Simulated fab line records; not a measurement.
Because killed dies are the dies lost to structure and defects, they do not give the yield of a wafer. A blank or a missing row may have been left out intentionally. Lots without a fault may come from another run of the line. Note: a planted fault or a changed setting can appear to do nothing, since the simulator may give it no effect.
What tool caused it? :: flow n5_finfet :: Sampling: 10 lots, 30 wafers, 5 of 1938 route steps

== WHAT EACH GAUGE READ, for each wafer ==
N5_STI_FIN_REVEAL_CD_MEAS_22: target cd 6.238 nm, pitch 28 nm. Usual: cd_nm reads 6.23 nm (standard deviation 0.24).
lot: L658
measured: day 2 19:44
on: cd_sem-03
cd_nm (nm): 6.01 6.28 5.59
flag: 

lot: L659
measured: day 3 02:10
on: cd_sem-03
cd_nm (nm): 5.78 6.04 6.33
flag: 

lot: L662
measured: day 3 22:24
on: cd_sem-03
cd_nm (nm): 6.26 6.33 6.29
flag: 

lot: L664
measured: day 4 05:43
on: cd_sem-01
cd_nm (nm): 6.29 6.18 6.75
flag: 

lot: L666
measured: day 4 18:49
on: cd_sem-01
cd_nm (nm): 5.77 6.40 6.38
flag: 

lot: L668
measured: day 5 09:53
on: cd_sem-01
cd_nm (nm): 6.12 6.01 6.08
flag: 

lot: L676
measured: day 7 07:55
on: cd_sem-01
cd_nm (nm): 7.05 7.65 6.74
flag: OFF

lot: L677
measured: day 7 13:44
on: cd_sem-01
cd_nm (nm): 6.95 7.63 7.13
flag: OFF

lot: L679
measured: day 8 02:52
on: cd_sem-02
cd_nm (nm): 6.30 6.34 6.31
flag: 

lot: L680
measured: day 8 07:04
on: cd_sem-03
cd_nm (nm): 6.16 5.98 6.28
flag: 

== WHAT TOOL EACH LOT RAN ON (gives the tool, then ch and the chambers of the sampled wafers, and finally the start) ==
lot: L658
N5_FIN_CUT_CUT_ETCH_26: rie_diel-03 ch 0,1,3, day 2 09:38
N5_STI_FIN_REVEAL_CMP_04: cmp-03 ch 1,2,3, day 2 15:53
N5_STI_FIN_REVEAL_DENSIFY_30: rtp_anneal-01 ch 0, day 2 16:10
N5_STI_FIN_REVEAL_OXIDATION_31: plasma_asher-01 ch 0,1, day 2 19:13

lot: L659
N5_FIN_CUT_CUT_ETCH_26: rie_diel-02 ch 0,2,3, day 2 16:08
N5_STI_FIN_REVEAL_CMP_04: cmp-04 ch 0,1, day 2 22:22
N5_STI_FIN_REVEAL_DENSIFY_30: rtp_anneal-01 ch 0, day 2 22:43
N5_STI_FIN_REVEAL_OXIDATION_31: plasma_asher-01 ch 0,1, day 3 01:37

lot: L662
N5_FIN_CUT_CUT_ETCH_26: rie_diel-02 ch 1,3, day 3 11:59
N5_STI_FIN_REVEAL_CMP_04: cmp-03 ch 2,3, day 3 18:49
N5_STI_FIN_REVEAL_DENSIFY_30: rtp_anneal-01 ch 0, day 3 19:10
N5_STI_FIN_REVEAL_OXIDATION_31: plasma_asher-02 ch 1, day 3 21:50

lot: L664
N5_FIN_CUT_CUT_ETCH_26: rie_diel-03 ch 0,1,2, day 3 20:40
N5_STI_FIN_REVEAL_CMP_04: cmp-03 ch 1,3, day 4 02:17
N5_STI_FIN_REVEAL_DENSIFY_30: rtp_anneal-02 ch 0, day 4 02:37
N5_STI_FIN_REVEAL_OXIDATION_31: plasma_asher-02 ch 0,1, day 4 05:11

lot: L666
N5_FIN_CUT_CUT_ETCH_26: rie_diel-03 ch 2,3, day 4 09:40
N5_STI_FIN_REVEAL_CMP_04: cmp-02 ch 0,1,3, day 4 15:22
N5_STI_FIN_REVEAL_DENSIFY_30: rtp_anneal-02 ch 0, day 4 15:40
N5_STI_FIN_REVEAL_OXIDATION_31: plasma_asher-01 ch 0,1, day 4 18:18

lot: L668
N5_FIN_CUT_CUT_ETCH_26: rie_diel-02 ch 1,3, day 5 00:42
N5_STI_FIN_REVEAL_CMP_04: cmp-04 ch 0,2,3, day 5 06:24
N5_STI_FIN_REVEAL_DENSIFY_30: rtp_anneal-02 ch 0, day 5 06:46
N5_STI_FIN_REVEAL_OXIDATION_31: plasma_asher-01 ch 0, day 5 09:22

lot: L676
N5_FIN_CUT_CUT_ETCH_26: rie_diel-03 ch 1,2,3, day 6 22:47
N5_STI_FIN_REVEAL_CMP_04: cmp-03 ch 0,2,3, day 7 04:28
N5_STI_FIN_REVEAL_DENSIFY_30: rtp_anneal-01 ch 0, day 7 04:47
N5_STI_FIN_REVEAL_OXIDATION_31: plasma_asher-01 ch 0,1, day 7 07:24

lot: L677
N5_FIN_CUT_CUT_ETCH_26: rie_diel-01 ch 0,1,3, day 7 03:54
N5_STI_FIN_REVEAL_CMP_04: cmp-03 ch 0,1,2, day 7 09:32
N5_STI_FIN_REVEAL_DENSIFY_30: rtp_anneal-01 ch 0, day 7 09:55
N5_STI_FIN_REVEAL_OXIDATION_31: plasma_asher-01 ch 0,1, day 7 13:13

lot: L679
N5_FIN_CUT_CUT_ETCH_26: rie_diel-01 ch 0,2,3, day 7 17:22
N5_STI_FIN_REVEAL_CMP_04: cmp-02 ch 0,1, day 7 23:05
N5_STI_FIN_REVEAL_DENSIFY_30: rtp_anneal-02 ch 0, day 7 23:28
N5_STI_FIN_REVEAL_OXIDATION_31: plasma_asher-01 ch 0,1, day 8 02:17

lot: L680
N5_FIN_CUT_CUT_ETCH_26: rie_diel-03 ch 0,2,3, day 7 21:56
N5_STI_FIN_REVEAL_CMP_04: cmp-04 ch 0,1,2, day 8 03:39
N5_STI_FIN_REVEAL_DENSIFY_30: rtp_anneal-02 ch 0, day 8 03:52
N5_STI_FIN_REVEAL_OXIDATION_31: plasma_asher-02 ch 0,1, day 8 06:32
- N5_FIN_CUT_CUT_ETCH_26: etches SiNx in CH3F/O2, target depth 39 nm, time 55.7 s.
- N5_STI_FIN_REVEAL_CMP_04: polishes, stops on Si3N4, t overpolish 4 s, target thk 131.83 nm.
- N5_STI_FIN_REVEAL_DENSIFY_30
- N5_STI_FIN_REVEAL_OXIDATION_31: chemistry O2 PLASMA REMOTE, time 20 s.

== WHAT THE TOOLS THEMSELVES READ (means of the sampled wafers that have a number; where no wafer has one, the mark that the record gives instead) ==
N5_FIN_CUT_CUT_ETCH_26. Usual: drypump_motor_current_A 5.7 A, standard deviation 0.37; mfc_ar_sccm 149.9 sccm, standard deviation 0.52; oes_product_au 0.76 a.u., standard deviation 0.051; rf_vpp_V 298 V, standard deviation 3.8; showerhead_plenum_p_Torr 1.99 Torr, standard deviation 0.059; throttle_valve_pct 16.55 %, standard deviation 0.21.
lot: L658
tool: rie_diel-03
drypump_motor_current_A (A): 5.6
mfc_ar_sccm (sccm): 149.2
oes_product_au (a.u.): 0.76
rf_vpp_V (V): 300
showerhead_plenum_p_Torr (Torr): 1.97
throttle_valve_pct (%): 16.60
flag: 

lot: L659
tool: rie_diel-02
drypump_motor_current_A (A): 5.5
mfc_ar_sccm (sccm): 149.9
oes_product_au (a.u.): 0.79
rf_vpp_V (V): 296
showerhead_plenum_p_Torr (Torr): 1.96
throttle_valve_pct (%): 16.47
flag: 

lot: L662
tool: rie_diel-02
drypump_motor_current_A (A): 5.2
mfc_ar_sccm (sccm): 150.3
oes_product_au (a.u.): 0.71
rf_vpp_V (V): 302
showerhead_plenum_p_Torr (Torr): 1.97
throttle_valve_pct (%): 16.78
flag: 

lot: L664
tool: rie_diel-03
drypump_motor_current_A (A): 5.6
mfc_ar_sccm (sccm): 149.8
oes_product_au (a.u.): 0.77
rf_vpp_V (V): 300
showerhead_plenum_p_Torr (Torr): 1.97
throttle_valve_pct (%): 16.57
flag: 

lot: L666
tool: rie_diel-03
drypump_motor_current_A (A): 5.4
mfc_ar_sccm (sccm): 150.2
oes_product_au (a.u.): 0.78
rf_vpp_V (V): 295
showerhead_plenum_p_Torr (Torr): 2.00
throttle_valve_pct (%): 16.61
flag: 

lot: L668
tool: rie_diel-02
drypump_motor_current_A (A): 5.4
mfc_ar_sccm (sccm): 149.4
oes_product_au (a.u.): 0.72
rf_vpp_V (V): 301
showerhead_plenum_p_Torr (Torr): 2.02
throttle_valve_pct (%): 16.66
flag: 

lot: L676
tool: rie_diel-03
drypump_motor_current_A (A): 5.6
mfc_ar_sccm (sccm): 149.9
oes_product_au (a.u.): 0.74
rf_vpp_V (V): 297
showerhead_plenum_p_Torr (Torr): 1.96
throttle_valve_pct (%): 16.70
flag: 

lot: L677
tool: rie_diel-01
drypump_motor_current_A (A): 6.1
mfc_ar_sccm (sccm): 149.8
oes_product_au (a.u.): 0.74
rf_vpp_V (V): 298
showerhead_plenum_p_Torr (Torr): 1.96
throttle_valve_pct (%): 16.55
flag: 

lot: L679
tool: rie_diel-01
drypump_motor_current_A (A): 5.9
mfc_ar_sccm (sccm): 149.7
oes_product_au (a.u.): 0.74
rf_vpp_V (V): 298
showerhead_plenum_p_Torr (Torr): 1.99
throttle_valve_pct (%): 16.56
flag: 

lot: L680
tool: rie_diel-03
drypump_motor_current_A (A): 5.4
mfc_ar_sccm (sccm): 150.1
oes_product_au (a.u.): 0.76
rf_vpp_V (V): 296
showerhead_plenum_p_Torr (Torr): 1.99
throttle_valve_pct (%): 16.62
flag: 

N5_STI_FIN_REVEAL_CMP_04. Usual: edge_zone_pressure_frac 1.000, standard deviation 0.0048; head_pressure_psi 2.001 psi, standard deviation 0.0041; motor_current_A 8.1 A, standard deviation 1.1; overpolish_run_s 4.001 s, standard deviation 0.0095; slurry_filter_dp_kPa 13.51 kPa, standard deviation 0.13; time_to_endpoint_s 106 s, standard deviation 5.9.
lot: L658
tool: cmp-03
edge_zone_pressure_frac: 0.996
head_pressure_psi (psi): 2.002
motor_current_A (A): 7.6
overpolish_run_s (s): 4.004
slurry_filter_dp_kPa (kPa): 13.52
time_to_endpoint_s (s): 105
flag: 

lot: L659
tool: cmp-04
edge_zone_pressure_frac: 1.005
head_pressure_psi (psi): 2.004
motor_current_A (A): 7.3
overpolish_run_s (s): 3.999
slurry_filter_dp_kPa (kPa): 13.48
time_to_endpoint_s (s): 115
flag: 

lot: L662
tool: cmp-03
edge_zone_pressure_frac: 0.999
head_pressure_psi (psi): 1.996
motor_current_A (A): 7.1
overpolish_run_s (s): 4.003
slurry_filter_dp_kPa (kPa): 13.61
time_to_endpoint_s (s): 106
flag: 

lot: L664
tool: cmp-03
edge_zone_pressure_frac: 1.007
head_pressure_psi (psi): 1.995
motor_current_A (A): 7.7
overpolish_run_s (s): 4.002
slurry_filter_dp_kPa (kPa): 13.55
time_to_endpoint_s (s): 103
flag: 

lot: L666
tool: cmp-02
edge_zone_pressure_frac: 0.998
head_pressure_psi (psi): 2.004
motor_current_A (A): 7.7
overpolish_run_s (s): 4.000
slurry_filter_dp_kPa (kPa): 13.44
time_to_endpoint_s (s): 110
flag: 

lot: L668
tool: cmp-04
edge_zone_pressure_frac: 1.004
head_pressure_psi (psi): 2.002
motor_current_A (A): 7.8
overpolish_run_s (s): 4.001
slurry_filter_dp_kPa (kPa): 13.51
time_to_endpoint_s (s): 102
flag: 

lot: L676
tool: cmp-03
edge_zone_pressure_frac: 1.004
head_pressure_psi (psi): 2.003
motor_current_A (A): 8.4
overpolish_run_s (s): 4.008
slurry_filter_dp_kPa (kPa): 13.46
time_to_endpoint_s (s): 109
flag: 

lot: L677
tool: cmp-03
edge_zone_pressure_frac: 0.999
head_pressure_psi (psi): 2.002
motor_current_A (A): 9.2
overpolish_run_s (s): 3.989
slurry_filter_dp_kPa (kPa): 13.51
time_to_endpoint_s (s): 111
flag: 

lot: L679
tool: cmp-02
edge_zone_pressure_frac: 1.002
head_pressure_psi (psi): 2.000
motor_current_A (A): 7.9
overpolish_run_s (s): 4.000
slurry_filter_dp_kPa (kPa): 13.46
time_to_endpoint_s (s): 103
flag: 

lot: L680
tool: cmp-04
edge_zone_pressure_frac: 1.002
head_pressure_psi (psi): 2.000
motor_current_A (A): 7.8
overpolish_run_s (s): 4.001
slurry_filter_dp_kPa (kPa): 13.46
time_to_endpoint_s (s): 102
flag: 

N5_STI_FIN_REVEAL_DENSIFY_30. Usual: lamp_power_pct 11.53 %, standard deviation 0.055; lamp_zone_3_pct 11.528 %, standard deviation 0.02.
lot: L658
tool: rtp_anneal-01
lamp_power_pct (%): 11.54
lamp_zone_3_pct (%): 11.536
flag: 

lot: L659
tool: rtp_anneal-01
lamp_power_pct (%): 11.53
lamp_zone_3_pct (%): 11.516
flag: 

lot: L662
tool: rtp_anneal-01
lamp_power_pct (%): 11.53
lamp_zone_3_pct (%): 11.534
flag: 

lot: L664
tool: rtp_anneal-02
lamp_power_pct (%): 11.53
lamp_zone_3_pct (%): 11.534
flag: 

lot: L666
tool: rtp_anneal-02
lamp_power_pct (%): 11.58
lamp_zone_3_pct (%): 11.513
flag: 

lot: L668
tool: rtp_anneal-02
lamp_power_pct (%): 11.53
lamp_zone_3_pct (%): 11.531
flag: 

lot: L676
tool: rtp_anneal-01
lamp_power_pct (%): 11.48
lamp_zone_3_pct (%): 11.538
flag: 

lot: L677
tool: rtp_anneal-01
lamp_power_pct (%): 11.50
lamp_zone_3_pct (%): 11.516
flag: 

lot: L679
tool: rtp_anneal-02
lamp_power_pct (%): 11.50
lamp_zone_3_pct (%): 11.515
flag: 

lot: L680
tool: rtp_anneal-02
lamp_power_pct (%): 11.54
lamp_zone_3_pct (%): 11.517
flag: 

N5_STI_FIN_REVEAL_OXIDATION_31. Usual: chamber_pressure_mTorr 1000.1 mTorr, standard deviation 0.9; drypump_motor_current_A 5.43 A, standard deviation 0.12; heater_power_w 144 W, standard deviation 4.3; temp_c 149.98 C, standard deviation 0.14; temp_c_max 150.53, standard deviation 0.21.
lot: L658
tool: plasma_asher-01
chamber_pressure_mTorr (mTorr): 1000.3
drypump_motor_current_A (A): 5.39
heater_power_w (W): 139
temp_c (C): 149.90
temp_c_max: 150.60
flag: 

lot: L659
tool: plasma_asher-01
chamber_pressure_mTorr (mTorr): 1000.3
drypump_motor_current_A (A): 5.38
heater_power_w (W): 141
temp_c (C): 149.99
temp_c_max: 150.74
flag: 

lot: L662
tool: plasma_asher-02
chamber_pressure_mTorr (mTorr): 1000.9
drypump_motor_current_A (A): 5.39
heater_power_w (W): 145
temp_c (C): 150.27
temp_c_max: 150.71
flag: 

lot: L664
tool: plasma_asher-02
chamber_pressure_mTorr (mTorr): 1000.4
drypump_motor_current_A (A): 5.42
heater_power_w (W): 147
temp_c (C): 149.91
temp_c_max: 150.27
flag: 

lot: L666
tool: plasma_asher-01
chamber_pressure_mTorr (mTorr): 1000.6
drypump_motor_current_A (A): 5.50
heater_power_w (W): 141
temp_c (C): 150.10
temp_c_max: 150.80
flag: 

lot: L668
tool: plasma_asher-01
chamber_pressure_mTorr (mTorr): 1000.1
drypump_motor_current_A (A): 5.59
heater_power_w (W): 145
temp_c (C): 150.01
temp_c_max: 150.65
flag: 

lot: L676
tool: plasma_asher-01
chamber_pressure_mTorr (mTorr): -
drypump_motor_current_A (A): -
heater_power_w (W): -
temp_c (C): -
temp_c_max: -
flag: OFF

lot: L677
tool: plasma_asher-01
chamber_pressure_mTorr (mTorr): -
drypump_motor_current_A (A): -
heater_power_w (W): -
temp_c (C): -
temp_c_max: -
flag: OFF

lot: L679
tool: plasma_asher-01
chamber_pressure_mTorr (mTorr): 999.6
drypump_motor_current_A (A): 5.49
heater_power_w (W): 143
temp_c (C): 149.98
temp_c_max: 150.73
flag: 

lot: L680
tool: plasma_asher-02
chamber_pressure_mTorr (mTorr): 1000.0
drypump_motor_current_A (A): 5.40
heater_power_w (W): 146
temp_c (C): 150.05
temp_c_max: 150.45
flag: 

== THE ANSWER, worked out from the rows above alone ==
Rule: take the mean of a lot's wafers that have a number; if it is more than 3 standard deviations from the usual mean, the lot is off. A lot without any number at a reading at which 4 lots or more have one is off too. The other lots that the step has rows for count as sound. After the gauges, taken in route order, come the tools' own readings; for these a lot's mean is taken, as printed above. At the first step where some lot is off, the reading lying furthest off is the one used; lots without a number count as furthest.
Off at N5_STI_FIN_REVEAL_CD_MEAS_22 (cd_nm): L676, L677.
A tool fits if, at a process step before that reading, it ran every lot that is off, and no sound lot after the first of them. The gauges at N5_STI_FIN_REVEAL_CD_MEAS_22 aren't tried: what is off there is off at N5_STI_FIN_REVEAL_OXIDATION_31 too, on other tools, and a gauge's error can't cause that. Undecided on this evidence; 2 tools fit (cmp-03 at N5_STI_FIN_REVEAL_CMP_04, rtp_anneal-01 at N5_STI_FIN_REVEAL_DENSIFY_30).

== WHAT THE SIMULATOR HAD PUT IN ==
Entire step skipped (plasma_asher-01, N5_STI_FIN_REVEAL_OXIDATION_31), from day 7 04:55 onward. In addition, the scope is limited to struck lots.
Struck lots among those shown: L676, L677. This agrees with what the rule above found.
